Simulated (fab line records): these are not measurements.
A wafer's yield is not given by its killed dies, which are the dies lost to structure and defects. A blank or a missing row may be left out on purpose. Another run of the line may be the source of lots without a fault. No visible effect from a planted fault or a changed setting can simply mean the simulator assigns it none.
Matching of chambers | flow n5 finfet | 4 sister chambers for N5_BEOL_M10_ETCH_62 on rie diel-01
The step etches SOC in N2/H2, target depth 110 nm, overetch 22 nm, time 165 s. 4 wafers are shown with their chamber, then 12 later ones without.

## WAFERS WITH THEIR CHAMBER
wafer  | chamber | showerhead plenum p Torr (Torr)
L083.4 | 1       | 2.40
L081.1 | 2       | 2.51
L081.4 | 0       | 2.62
L081.5 | 3       | 2.49

## WAFERS WHOSE CHAMBER IS MISSING
wafer  | showerhead plenum p Torr (Torr)
L089.1 | 2.62
L089.2 | 2.71
L089.3 | 2.51
L089.4 | 2.62
L089.5 | 2.51
L089.6 | 2.71
L090.1 | 2.51
L090.3 | 2.61
L090.4 | 2.71
L093.1 | 2.50
L093.2 | 2.71
L093.4 | 2.50

## EACH ONE'S CHAMBER
wafer  | from the rows above          | in truth
L089.1 | 0                            | 0
L089.2 | 0                            | 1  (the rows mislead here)
L089.3 | can't be placed: 2 or 3      | 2
L089.4 | 0                            | 0
L089.5 | can't be placed: 2 or 3      | 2
L089.6 | 0                            | 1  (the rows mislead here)
L090.1 | can't be placed: 2 or 3      | 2
L090.3 | can't be placed: 0 or 2      | 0
L090.4 | 0                            | 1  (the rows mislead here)
L093.1 | can't be placed: 2 or 3 or 1 | 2
L093.2 | 0                            | 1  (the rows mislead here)
L093.4 | can't be placed: 2 or 3 or 1 | 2
Placed correctly: 2 of 12. Not placeable from these rows: 6 (in 6, the candidates include the true chamber). Placed wrongly: 4.
How it was worked out, from the rows above alone: a wafer's distance from a chamber is the root of the sum, over the readings, of the square of ((its reading less the chamber's mean) divided by the reading's scatter). If the next closest chamber is less than 2 further off than the closest, the wafer can't be placed; otherwise it belongs to the closest. The mean given for a chamber averages the wafers shown for that chamber. The scatter (one wafer shown for each chamber): square how far every hidden wafer sits from the nearest shown wafer, average those squares and take the square root.
